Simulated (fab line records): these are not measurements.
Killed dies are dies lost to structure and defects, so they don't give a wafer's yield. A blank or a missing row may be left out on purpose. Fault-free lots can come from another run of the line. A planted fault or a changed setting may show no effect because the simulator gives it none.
Matching of chambers	flow nand_harc	rie_diel-11 running NHARC_A_STAIRCASE_TRIM_12: 4 sister chambers
The step chemistry O2, time 211.2 s. 7 wafers are shown with their chamber, then 9 later ones without.

## WAFERS, EACH WITH ITS CHAMBER
wafer	chamber	showerhead_plenum_p_Torr (Torr)	oes_product_au (a.u.)
L081.5	2	3.60	0.990
L086.5	2	3.58	0.995
L088.1	1	3.53	0.996
L089.2	0	3.40	0.992
L091.2	3	3.30	0.990
L091.5	0	3.39	0.973
L091.6	3	3.30	0.989

## WAFERS WITHOUT THEIR CHAMBER
wafer	showerhead_plenum_p_Torr (Torr)	oes_product_au (a.u.)
L091.1	3.39	0.973
L091.3	3.58	0.988
L091.4	3.53	0.974
L093.2	3.53	1.007
L093.4	3.30	0.988
L093.6	3.52	0.995
L097.1	3.52	0.988
L097.4	3.38	0.972
L097.5	3.38	0.975

## EACH ONE'S CHAMBER
wafer	from the rows above	in truth
L091.1	0	0
L091.3	2	2
L091.4	1	1
L093.2	1	1
L093.4	3	3
L093.6	1	1
L097.1	1	1
L097.4	0	0
L097.5	0	0
Correctly placed: 9 of 9. Number that these rows cannot place: 0. 0 placed wrongly.
How it was worked out, from the rows above alone: a wafer's distance from a chamber is the root of the sum, over the readings, of the square of ((its reading less the chamber's mean) divided by the reading's scatter). If the next closest chamber is less than 2 further off than the closest, the wafer can't be placed; otherwise it belongs to the closest. For every chamber, the mean is computed from those of its wafers that are shown. The scatter: take each reading less its chamber's mean, square it, sum over the shown wafers, divide by the number of wafers less the number of chambers, and take the root.
